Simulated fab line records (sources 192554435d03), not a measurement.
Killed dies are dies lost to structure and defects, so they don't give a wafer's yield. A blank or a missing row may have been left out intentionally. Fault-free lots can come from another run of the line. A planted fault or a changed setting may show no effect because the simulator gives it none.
Lot-split experiment	flow n5 finfet	39 wafers read across 7 lots, on a route 1938 steps long

ON THE SPLIT
At N5_FIN_SAQP_ALD_61 (deposits SiO2, target thk 4 nm, pulse time 1 s, purge time 2 s), the setting ald cycles was moved away from the recipe's 43 on 15 of the 39 wafers read, by -32.6% to +41.9%. For the rest of the wafers, this setting stayed at what the recipe calls for.

Reading taken at the split's own step.

THE READING
SiO2_of_FIN_SAQP_ALD_61.thk nm (the simulator's own value, which no gauge read), in nm, at N5_FIN_SAQP_ALD_61 (deposits SiO2, target thk 4 nm, pulse time 1 s, purge time 2 s). No usual value for it is given in the file. Here, 24 wafers ran the recipe; their average is 4.016 nm with a standard deviation of 0.018 nm.

wafer	tool, chamber at the split	ald cycles as run	against the recipe	SiO2_of_FIN_SAQP_ALD_61.thk nm, nm	against lot-mates on the recipe
L079.1	ald sin-04, 3	43	recipe	4.052	-
L079.2	ald sin-04, 2	43	recipe	4.034	-
L079.3	ald sin-04, 0	31	-27.9%	2.921	-1.114
L079.4	ald sin-04, 1	31	-27.9%	2.873	-1.162
L079.5	ald sin-04, 3	31	-27.9%	2.915	-1.120
L079.6	ald sin-04, 2	43	recipe	4.019	-
L080.1	ald sin-04, 3	61	+41.9%	5.705	+1.693
L080.2	ald sin-04, 2	61	+41.9%	5.696	+1.684
L080.3	ald sin-04, 0	43	recipe	4.022	-
L080.4	ald sin-04, 1	43	recipe	4.008	-
L080.5	ald sin-04, 1	61	+41.9%	5.684	+1.672
L080.6	ald sin-04, 2	43	recipe	4.006	-
L081.1	ald sin-01, 3	43	recipe	3.993	-
L081.3	ald sin-01, 2	43	recipe	4.032	-
L081.6	ald sin-01, 2	43	recipe	4.026	-
L085.1	ald sin-02, 1	43	recipe	4.002	-
L085.2	ald sin-02, 3	43	recipe	4.003	-
L085.3	ald sin-02, 0	30	-30.2%	2.806	-1.192
L085.4	ald sin-02, 2	43	recipe	3.989	-
L085.5	ald sin-02, 2	30	-30.2%	2.791	-1.207
L085.6	ald sin-02, 3	30	-30.2%	2.781	-1.217
L092.1	ald sin-04, 3	43	recipe	4.036	-
L092.2	ald sin-04, 1	43	recipe	4.003	-
L092.3	ald sin-04, 0	43	recipe	4.025	-
L092.4	ald sin-04, 1	29	-32.6%	2.693	-1.328
L092.5	ald sin-04, 3	29	-32.6%	2.735	-1.286
L092.6	ald sin-04, 0	29	-32.6%	2.715	-1.306
L093.1	ald sin-04, 3	43	recipe	4.017	-
L093.2	ald sin-04, 2	35	-18.6%	3.234	-0.768
L093.3	ald sin-04, 0	35	-18.6%	3.243	-0.759
L093.4	ald sin-04, 1	43	recipe	3.981	-
L093.5	ald sin-04, 2	35	-18.6%	3.238	-0.764
L093.6	ald sin-04, 3	43	recipe	4.007	-
L095.1	ald sin-04, 0	43	recipe	4.016	-
L095.5	ald sin-04, 0	43	recipe	4.016	-
L095.2	ald sin-04, 3	43	recipe	4.047	-
L095.3	ald sin-04, 2	43	recipe	3.991	-
L095.4	ald sin-04, 1	43	recipe	4.02	-
L095.6	ald sin-04, 3	43	recipe	4.034	-

FIT RESULTS
A straight line over all 39 wafers: SiO2_of_FIN_SAQP_ALD_61.thk nm changes by +0.0402 nm for each +1% of ald cycles; r = +1.00; the points scatter about the line by 0.019 nm.
The same after taking each lot's own level away (the mean of its wafers on the recipe; 39 wafers): +0.0402 nm for each +1%; r = +1.00; scatter 0.015 nm.
According to that fit, moving ald cycles by its largest amount changes the reading by 1.7 nm.
Across the lots, their own levels run from 3.9980 to 4.0350 nm, a range of 2.1 times the standard deviation given above.
So the lot-to-lot level changes the slope little: the two slopes agree.
Check: with one of the wafers moved furthest among these (+41.9%) left out of the fit, the line predicts +1.68 nm for it against its lot-mates. It came out at +1.69 nm against them.

FILE'S OWN FIT
SiO2_of_FIN_SAQP_ALD_61.thk nm changes by +0.0402 nm for each +1% of ald cycles, r = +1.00.
